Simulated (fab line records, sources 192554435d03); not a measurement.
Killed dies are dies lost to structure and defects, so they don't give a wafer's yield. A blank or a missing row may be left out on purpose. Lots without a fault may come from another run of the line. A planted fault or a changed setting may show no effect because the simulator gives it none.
Which tool did it? | flow n5_finfet | 11 lots, 31 wafers sampled, at 2 steps of a route of 1938

WHAT THE GAUGES READ, wafer by wafer
N5_MIM_BOT_LITHO_OVL_MEAS_11.
lot  | measured     | on         | MIM_BOT_OVL (nm)
L381 | day 11 08:13 | overlay-02 | -1 -10 0
L382 | day 11 07:54 | overlay-01 | -6 -7 -5
L384 | day 12 11:13 | overlay-02 | -1 -3
L386 | day 13 01:43 | overlay-01 | -10 -10 -4
L388 | day 13 10:09 | overlay-02 | -7 -7 -9
L389 | day 13 08:00 | overlay-02 | 3 3 1
L390 | day 13 18:47 | overlay-02 | 5 4
L391 | day 14 01:47 | overlay-01 | 8 6 5
L393 | day 14 11:19 | overlay-02 | 6 -1 1
L401 | day 16 17:31 | overlay-02 | 11 7 7
L403 | day 17 02:24 | overlay-02 | 2 -5 0

WHICH TOOL RAN EACH LOT (tool, then ch and the chambers of the sampled wafers, then the start)
lot  | N5_BEOL_M1_SPUTTER_86
L381 | pvd_sputter-03, day 6 13:56
L382 | pvd_sputter-01, day 6 14:16
L384 | pvd_sputter-01, day 7 04:44
L386 | pvd_sputter-01, day 7 21:11
L388 | pvd_sputter-01, day 8 01:19
L389 | pvd_sputter-02, day 8 13:08
L390 | pvd_sputter-02, day 8 15:49
L391 | pvd_sputter-02, day 8 18:28
L393 | pvd_sputter-02, day 9 07:58
L401 | pvd_sputter-03, day 11 08:35
L403 | pvd_sputter-02, day 11 21:59
- N5_BEOL_M1_SPUTTER_86: material Cu, target thk 4.5 nm, time 8.29 s.

THE ANSWER, worked out from the rows above alone
Rule: what is usual is taken from the lots themselves. Put in order of their means at a reading, lots are off if they are a third of the lots or fewer, leave a main group of 4 or more, and stand apart from it by a gap of 3 or more times the standard deviation of the main group's means; of several such gaps the widest counts. A main group whose means are all the same, to the digits that the tables above print for the reading, isn't used. A lot without any number at a reading at which 4 lots or more have one is off too. The other lots that the step has rows for count as sound.
No lot is off at any reading shown: from this, nothing can be told.

WHAT THE SIMULATOR HAD PUT IN
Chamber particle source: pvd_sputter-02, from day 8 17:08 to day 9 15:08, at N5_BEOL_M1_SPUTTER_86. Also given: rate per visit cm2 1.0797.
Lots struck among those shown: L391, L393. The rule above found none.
